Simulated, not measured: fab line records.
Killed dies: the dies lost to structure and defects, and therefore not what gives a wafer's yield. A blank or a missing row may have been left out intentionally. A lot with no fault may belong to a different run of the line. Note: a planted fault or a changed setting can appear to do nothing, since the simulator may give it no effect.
fab line records ; flow nand_harc
record lots=6; wafers=18; last_day=33
route steps=1302 shown A_DECK1_JOINT@544 A_ONON_D2@545 END@1302
lots untouched by any fault: they come from a run of this same line in which no faults occurred
start_h: start of the lot's first displayed wafer, in hours after the record's first day ; wait_h: hours since the lot's step before ; " unchanged from the row above ; L1.1+2: a single row standing in for several wafers ; - no value, or no start given ; * or withheld: withheld ; < > ~ a bound
route shown NAME@n: a module of which the file shows steps, and the number in the route of the first ; usual: mean/standard deviation taken from wafers without a fault ; same: alike in all rows ; chamber/n: place in a boat ; sites: per-site readings ; _std_site: standard deviation of those values ; _edge_site: inner sites' mean taken away from outer sites' mean ; radius_mm: how far each site lies from the wafer's centre ; mask NAME#n: copy n ; behind: the last tool/chamber to shape the wafer ; hold: what put the lot on hold/how long, in hours/how the hold closed ; device: the n, p or np transistor that did not switch ; end of line: the same wafers' tests at the end of the route ; a step given without rows: its recipe and nothing more ; killed: not the wafer's yield, but the dies lost to structure and defects at the first sort ; map: per-die view of a wafer (x killed, . not killed, _ where there is no die)
set.NAME: the setting the step ran with; set.NAME@STEP: the setting that earlier step ran with ; model.NAME: the simulator's own value behind a step, which no gauge read
lots at some steps of the route; a table a step, a row a wafer
services: from which hour (start_h, from the record's first day; less than 0 if before it) a tool's chamber was out of use, for how many hours, and why
## steps
# step NHARC_A_DECK1_JOINT_INSPECT_05
# usual raw_defect_count=337/140
lot.wafer;tool;chamber;start_h;wait_h;raw_defect_count
L147.2;defect_inspect-02;-;288.50;0.0;293
L147.3;defect_inspect-02;-;288.50;0.0;377
L147.6;defect_inspect-02;-;288.50;0.0;226
L151.2;defect_inspect-02;-;337.75;0.0;213
L151.3;defect_inspect-02;-;337.75;0.0;195
L151.5;defect_inspect-02;-;337.75;0.0;155
L158.1;defect_inspect-02;-;418.74;0.0;385
L158.2;defect_inspect-02;-;418.74;0.0;385
L158.5;defect_inspect-02;-;418.74;0.0;417
L159.2;defect_inspect-01;-;426.00;0.0;259
L159.3;defect_inspect-01;-;426.00;0.0;337
L159.6;defect_inspect-01;-;426.00;0.0;315
L165.3;defect_inspect-01;-;477.76;0.0;867
L165.5;defect_inspect-01;-;477.76;0.0;702
L165.6;defect_inspect-01;-;477.76;0.0;332
L166.1;defect_inspect-01;-;486.90;0.0;498
L166.4;defect_inspect-01;-;486.90;0.0;805
L166.5;defect_inspect-01;-;486.90;0.0;637
# step NHARC_A_ONON_D2_DEP_00
# recipe target_thk_a=10000; n2_flow_sccm=2750; n2o_flow_sccm=2000; nh3_flow_sccm=500; sih4_flow_sccm=210; temp_c=400
# step NHARC_A_ONON_D2_THK_MEAS_02
# recipe thk_meas_gauge=ellipsometry
# usual thk_nm=1003/11
lot.wafer;tool;chamber;start_h;wait_h;thk_nm
L147.2;film_metro-01;-;289.07;-;994
L147.3;film_metro-01;-;289.07;-;994
L147.6;film_metro-01;-;289.07;-;994
L151.2;film_metro-02;-;338.33;-;1011
L151.3;film_metro-02;-;338.33;-;1013
L151.5;film_metro-02;-;338.33;-;1013
L158.1;film_metro-02;-;419.31;-;1006
L158.2;film_metro-02;-;419.31;-;1002
L158.5;film_metro-02;-;419.31;-;1005
L159.2;film_metro-02;-;426.57;-;996
L159.3;film_metro-02;-;426.57;-;998
L159.6;film_metro-02;-;426.57;-;999
L165.3;film_metro-01;-;478.34;-;1011
L165.5;film_metro-01;-;478.34;-;1011
L165.6;film_metro-01;-;478.34;-;1008
L166.1;film_metro-02;-;487.48;-;997
L166.4;film_metro-02;-;487.48;-;997
L166.5;film_metro-02;-;487.48;-;996
# step NHARC_A_ONON_D2_DEP_03
# recipe target_thk_a=10000; n2_flow_sccm=2750; n2o_flow_sccm=2000; nh3_flow_sccm=500; sih4_flow_sccm=210; temp_c=400
# step NHARC_A_ONON_D2_THK_MEAS_05
# recipe thk_meas_gauge=ellipsometry
# usual thk_nm=1001/11
lot.wafer;tool;chamber;start_h;wait_h;thk_nm
L147.2;film_metro-02;-;289.64;-;1008
L147.3;film_metro-02;-;289.64;-;1006
L147.6;film_metro-02;-;289.64;-;1007
L151.2;film_metro-02;-;338.91;-;1014
L151.3;film_metro-02;-;338.91;-;1014
L151.5;film_metro-02;-;338.91;-;1013
L158.1;film_metro-01;-;419.88;-;1009
L158.2;film_metro-01;-;419.88;-;1009
L158.5;film_metro-01;-;419.88;-;1008
L159.2;film_metro-02;-;427.13;-;993
L159.3;film_metro-02;-;427.13;-;993
L159.6;film_metro-02;-;427.13;-;993
L165.3;film_metro-02;-;478.91;-;1000
L165.5;film_metro-02;-;478.91;-;997
L165.6;film_metro-02;-;478.91;-;998
L166.1;film_metro-02;-;488.04;-;975
L166.4;film_metro-02;-;488.04;-;974
L166.5;film_metro-02;-;488.04;-;975
# step NHARC_A_ONON_D2_DEP_06
# recipe target_thk_a=10000; n2_flow_sccm=2750; n2o_flow_sccm=2000; nh3_flow_sccm=500; sih4_flow_sccm=210; temp_c=400
# step NHARC_A_ONON_D2_THK_MEAS_08
# recipe thk_meas_gauge=ellipsometry
# usual thk_nm=998/8
lot.wafer;tool;chamber;start_h;wait_h;thk_nm
L147.2;film_metro-02;-;290.21;-;1002
L147.3;film_metro-02;-;290.21;-;1000
L147.6;film_metro-02;-;290.21;-;1001
L151.2;film_metro-02;-;339.47;-;997
L151.3;film_metro-02;-;339.47;-;998
L151.5;film_metro-02;-;339.47;-;998
L158.1;film_metro-02;-;420.45;-;997
L158.2;film_metro-02;-;420.45;-;998
L158.5;film_metro-02;-;420.45;-;997
L159.2;film_metro-02;-;427.70;-;998
L159.3;film_metro-02;-;427.70;-;1000
L159.6;film_metro-02;-;427.70;-;999
L165.3;film_metro-02;-;479.48;-;1001
L165.5;film_metro-02;-;479.48;-;1001
L165.6;film_metro-02;-;479.48;-;1003
L166.1;film_metro-01;-;488.61;-;1004
L166.4;film_metro-01;-;488.61;-;1003
L166.5;film_metro-01;-;488.61;-;1005
# step NHARC_A_ONON_D2_DEP_09
# recipe target_thk_a=10000; n2_flow_sccm=2750; n2o_flow_sccm=2000; nh3_flow_sccm=500; sih4_flow_sccm=210; temp_c=400
# step NHARC_A_ONON_D2_THK_MEAS_11
# recipe thk_meas_gauge=ellipsometry
# usual thk_nm=1002/9.8
lot.wafer;tool;chamber;start_h;wait_h;thk_nm
L147.2;film_metro-02;-;290.77;-;984
L147.3;film_metro-02;-;290.77;-;982
L147.6;film_metro-02;-;290.77;-;984
L151.2;film_metro-01;-;340.03;-;1002
L151.3;film_metro-01;-;340.03;-;1003
L151.5;film_metro-01;-;340.03;-;1002
L158.1;film_metro-02;-;421.02;-;997
L158.2;film_metro-02;-;421.02;-;999
L158.5;film_metro-02;-;421.02;-;998
L159.2;film_metro-02;-;428.26;-;1006
L159.3;film_metro-02;-;428.26;-;1007
L159.6;film_metro-02;-;428.26;-;1005
L165.3;film_metro-01;-;480.04;-;1016
L165.5;film_metro-01;-;480.04;-;1016
L165.6;film_metro-01;-;480.04;-;1020
L166.1;film_metro-02;-;489.17;-;988
L166.4;film_metro-02;-;489.17;-;988
L166.5;film_metro-02;-;489.17;-;988
# step NHARC_A_ONON_D2_DEP_12
# recipe target_thk_a=10000; n2_flow_sccm=2750; n2o_flow_sccm=2000; nh3_flow_sccm=500; sih4_flow_sccm=210; temp_c=400
# step NHARC_A_ONON_D2_THK_MEAS_14
# recipe thk_meas_gauge=ellipsometry
# usual thk_nm=1001/9.6
lot.wafer;tool;chamber;start_h;wait_h;thk_nm
L147.2;film_metro-01;-;291.34;-;1002
L147.3;film_metro-01;-;291.34;-;1004
L147.6;film_metro-01;-;291.34;-;1004
L151.2;film_metro-02;-;340.60;-;997
L151.3;film_metro-02;-;340.60;-;997
L151.5;film_metro-02;-;340.60;-;997
L158.1;film_metro-02;-;421.58;-;1004
L158.2;film_metro-02;-;421.58;-;1006
L158.5;film_metro-02;-;421.58;-;1006
L159.2;film_metro-01;-;428.83;-;978
L159.3;film_metro-01;-;428.83;-;978
L159.6;film_metro-01;-;428.83;-;978
L165.3;film_metro-02;-;480.61;-;1001
L165.5;film_metro-02;-;480.61;-;1001
L165.6;film_metro-02;-;480.61;-;1002
L166.1;film_metro-01;-;489.74;-;999
L166.4;film_metro-01;-;489.74;-;998
L166.5;film_metro-01;-;489.74;-;998
# step NHARC_A_ONON_D2_ANNEAL_15
# recipe temp_c=750; time_s=3600
# step NHARC_A_ONON_D2_DEP_16
# recipe target_thk_a=10000; n2_flow_sccm=2750; n2o_flow_sccm=2000; nh3_flow_sccm=500; sih4_flow_sccm=210; temp_c=400
# usual susceptor_temp_C=399.98/0.25
lot.wafer;tool;chamber;start_h;wait_h;susceptor_temp_C
L147.2;pecvd_onon-04;0;298.25;0.4;400.30
L147.3;pecvd_onon-04;0;298.25;0.4;400.31
L147.6;pecvd_onon-04;0;298.25;0.4;399.99
L151.2;pecvd_onon-04;0;349.54;0.4;399.97
L151.3;pecvd_onon-04;0;349.54;0.4;399.55
L151.5;pecvd_onon-04;0;349.54;0.4;400.17
L158.1;pecvd_onon-04;0;429.38;0.4;399.87
L158.2;pecvd_onon-04;0;429.38;0.4;399.61
L158.5;pecvd_onon-04;0;429.38;0.4;399.80
L159.2;pecvd_onon-04;0;439.14;0.4;400.30
L159.3;pecvd_onon-04;0;439.14;0.4;400.09
L159.6;pecvd_onon-04;0;439.14;0.4;400.00
L165.3;pecvd_onon-01;0;487.97;0.5;399.96
L165.5;pecvd_onon-01;0;487.97;0.5;399.77
L165.6;pecvd_onon-01;0;487.97;0.5;399.82
L166.1;pecvd_onon-01;0;497.01;0.4;399.85
L166.4;pecvd_onon-01;0;497.01;0.4;399.90
L166.5;pecvd_onon-01;0;497.01;0.4;399.94
# step NHARC_A_ONON_D2_THK_MEAS_18
# recipe thk_meas_gauge=ellipsometry
# usual thk_nm=1002/10
lot.wafer;tool;chamber;start_h;wait_h;thk_nm
L147.2;film_metro-02;-;298.70;-;1013
L147.3;film_metro-02;-;298.70;-;1013
L147.6;film_metro-02;-;298.70;-;1014
L151.2;film_metro-02;-;349.99;-;982
L151.3;film_metro-02;-;349.99;-;982
L151.5;film_metro-02;-;349.99;-;981
L158.1;film_metro-02;-;429.89;-;634
L158.2;film_metro-02;-;429.89;-;634
L158.5;film_metro-02;-;429.89;-;633
L159.2;film_metro-02;-;439.59;-;630
L159.3;film_metro-02;-;439.59;-;628
L159.6;film_metro-02;-;439.59;-;626
L165.3;film_metro-01;-;488.36;-;992
L165.5;film_metro-01;-;488.36;-;991
L165.6;film_metro-01;-;488.36;-;990
L166.1;film_metro-01;-;497.51;-;1000
L166.4;film_metro-01;-;497.51;-;1000
L166.5;film_metro-01;-;497.51;-;1002
# step NHARC_A_ONON_D2_DEP_19
# recipe target_thk_a=10000; n2_flow_sccm=2750; n2o_flow_sccm=2000; nh3_flow_sccm=500; sih4_flow_sccm=210; temp_c=400
# step NHARC_END_SORT_01
# recipe temp_c=25
# usual killed_at_array=58/18; killed_at_other=1.0/1.5; killed_at_periphery=4/3.1; killed_dies=64/18; killed_open=3.4/1.9; killed_short=2.7/1.7
# same gross_dies=677
lot.wafer;tool;chamber;start_h;wait_h;killed_at_array;killed_at_other;killed_at_periphery;killed_dies;killed_open;killed_short
L158.1;prober-01;0;710.90;2.5;674;0;3;677;4;1
L158.2;prober-01;0;711.70;2.8;674;0;3;677;4;1
L158.5;prober-01;0;714.09;3.7;673;0;4;677;3;2
L159.2;prober-02;0;711.72;2.8;674;0;3;677;4;2
L159.3;prober-02;0;712.51;3.1;671;0;6;677;4;3
L159.6;prober-02;0;714.89;4.0;674;0;3;677;2;2
# killed by level:class
L158.1 A_ONON_D2:area_dep=606 A_SLIT:chamber_film_flake=31 A_CHANNEL_HOLE_D1:chamber_film_flake=30 A_BLC:geometric_particle:open=2 P_GATE:chamber_film_flake=2 A_CHANNEL_FILL_D1:geometric_particle:short=1 A_ONON_D2:geometric_particle:open=1 A_M0:geometric_particle:open=1
L158.2 A_ONON_D2:area_dep=604 A_SLIT:chamber_film_flake=34 A_CHANNEL_HOLE_D1:chamber_film_flake=24 P_GATE:chamber_film_flake=3 A_BLC:geometric_particle:open=2 A_DECK1_JOINT:chamber_film_flake=2 A_STAIRCASE:chamber_film_flake=2 A_CONTACT:chamber_film_flake=2
L159.2 A_ONON_D2:area_dep=632 A_SLIT:chamber_film_flake=10 A_CHANNEL_HOLE_D1:chamber_film_flake=7 A_STAIRCASE:chamber_film_flake=5 A_CHANNEL_FILL_D1:chamber_film_flake=4 A_CONTACT:chamber_film_flake=3 A_M1:chamber_film_flake=3 A_DECK1_JOINT:geometric_particle:open=2
L159.3 A_ONON_D2:area_dep=631 A_CONTACT:chamber_film_flake=11 A_SLIT:chamber_film_flake=6 A_CHANNEL_HOLE_D1:chamber_film_flake=5 A_WL_FILL:chamber_film_flake=5 A_STAIRCASE:chamber_film_flake=3 P_CONTACT:chamber_film_flake=2 A_M1:chamber_film_flake=2
L158.5 A_ONON_D2:area_dep=590 A_CHANNEL_HOLE_D1:chamber_film_flake=38 A_SLIT:chamber_film_flake=31 A_CONTACT:chamber_film_flake=4 A_STAIRCASE:chamber_film_flake=3 P_GATE:chamber_film_flake=2 A_CHANNEL_FILL_D2:chamber_film_flake=2 P_GATE:geometric_particle:open=1
L159.6 A_ONON_D2:area_dep=644 A_CHANNEL_HOLE_D1:chamber_film_flake=5 A_WL_FILL:chamber_film_flake=5 A_CONTACT:chamber_film_flake=4 A_CHANNEL_FILL_D1:chamber_film_flake=3 A_SLIT:chamber_film_flake=3 P_CONTACT:chamber_film_flake=2 A_STAIRCASE:chamber_film_flake=2
# map L158.1 (x killed, . not)
____________x____________
_________xxxxxxx_________
_______xxxxxxxxxxx_______
______xxxxxxxxxxxxx______
_____xxxxxxxxxxxxxxx_____
____xxxxxxxxxxxxxxxxx____
____xxxxxxxxxxxxxxxxx____
___xxxxxxxxxxxxxxxxxxx___
___xxxxxxxxxxxxxxxxxxx___
__xxxxxxxxxxxxxxxxxxxxx__
__xxxxxxxxxxxxxxxxxxxxx__
_xxxxxxxxxxxxxxxxxxxxxxx_
_xxxxxxxxxxxxxxxxxxxxxxx_
_xxxxxxxxxxxxxxxxxxxxxxx_
_xxxxxxxxxxxxxxxxxxxxxxx_
_xxxxxxxxxxxxxxxxxxxxxxx_
xxxxxxxxxxxxxxxxxxxxxxxxx
xxxxxxxxxxxxxxxxxxxxxxxxx
xxxxxxxxxxxxxxxxxxxxxxxxx
xxxxxxxxxxxxxxxxxxxxxxxxx
xxxxxxxxxxxxxxxxxxxxxxxxx
_xxxxxxxxxxxxxxxxxxxxxxx_
_xxxxxxxxxxxxxxxxxxxxxxx_
_xxxxxxxxxxxxxxxxxxxxxxx_
_xxxxxxxxxxxxxxxxxxxxxxx_
_xxxxxxxxxxxxxxxxxxxxxxx_
__xxxxxxxxxxxxxxxxxxxxx__
__xxxxxxxxxxxxxxxxxxxxx__
___xxxxxxxxxxxxxxxxxxx___
___xxxxxxxxxxxxxxxxxxx___
____xxxxxxxxxxxxxxxxx____
____xxxxxxxxxxxxxxxxx____
_____xxxxxxxxxxxxxxx_____
______xxxxxxxxxxxxx______
_______xxxxxxxxxxx_______
_________xxxxxxx_________
____________x____________
# map L159.2 (x killed, . not)
____________x____________
_________xxxxxxx_________
_______xxxxxxxxxxx_______
______xxxxxxxxxxxxx______
_____xxxxxxxxxxxxxxx_____
____xxxxxxxxxxxxxxxxx____
____xxxxxxxxxxxxxxxxx____
___xxxxxxxxxxxxxxxxxxx___
___xxxxxxxxxxxxxxxxxxx___
__xxxxxxxxxxxxxxxxxxxxx__
__xxxxxxxxxxxxxxxxxxxxx__
_xxxxxxxxxxxxxxxxxxxxxxx_
_xxxxxxxxxxxxxxxxxxxxxxx_
_xxxxxxxxxxxxxxxxxxxxxxx_
_xxxxxxxxxxxxxxxxxxxxxxx_
_xxxxxxxxxxxxxxxxxxxxxxx_
xxxxxxxxxxxxxxxxxxxxxxxxx
xxxxxxxxxxxxxxxxxxxxxxxxx
xxxxxxxxxxxxxxxxxxxxxxxxx
xxxxxxxxxxxxxxxxxxxxxxxxx
xxxxxxxxxxxxxxxxxxxxxxxxx
_xxxxxxxxxxxxxxxxxxxxxxx_
_xxxxxxxxxxxxxxxxxxxxxxx_
_xxxxxxxxxxxxxxxxxxxxxxx_
_xxxxxxxxxxxxxxxxxxxxxxx_
_xxxxxxxxxxxxxxxxxxxxxxx_
__xxxxxxxxxxxxxxxxxxxxx__
__xxxxxxxxxxxxxxxxxxxxx__
___xxxxxxxxxxxxxxxxxxx___
___xxxxxxxxxxxxxxxxxxx___
____xxxxxxxxxxxxxxxxx____
____xxxxxxxxxxxxxxxxx____
_____xxxxxxxxxxxxxxx_____
______xxxxxxxxxxxxx______
_______xxxxxxxxxxx_______
_________xxxxxxx_________
____________x____________
## services
tool;chamber;start_h;hours;kind
pecvd_onon-04;-;311.15;13.0;pm
pecvd_onon-01;-;450.11;13.0;pm
pecvd_onon-01;-;483.62;1.5;repair
pecvd_onon-04;-;492.15;13.0;pm
## key
first_sign step=NHARC_A_ONON_D2_THK_MEAS_18; reading=thk_nm; direction=down; sigmas=36; usual=1002; struck=631
effect step=NHARC_END_SORT_01; reading=killed_at_array; direction=up; sigmas=35; usual=58; struck=673
more_kills_born_at NHARC_A_ONON_D2_DEP_16@pecvd_onon-04=3707
met_at NHARC_A_ONON_D2_DEP_16
struck_wafers L158.1,L158.2,L158.5,L159.2,L159.3,L159.6
later_rows_left_out L158.1,L158.2,L158.5,L159.2,L159.3,L159.6
tester_left_out L158,L159
onset_between 349.54 429.38
fault kind=process_parameter_drift; tool=pecvd_onon-04; chamber=0; onset_h=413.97; steps=NHARC_A_ONON_D2_DEP_16; channel=target_thk_a; offset=*; shape=step; end_h=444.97; acts_in=*; stated=*
# tester_left_out: of these lots the tester's yield and bins aren't shown, on N5 and GAA mostly nor the transistor test; their killed dies are dies lost to structure and defects alone, not to doping, threshold or leakage, so they don't give the yield
# later_rows_left_out: the simulator's readings of these wafers behind a module that went badly wrong aren't trusted and aren't shown, but for the sort
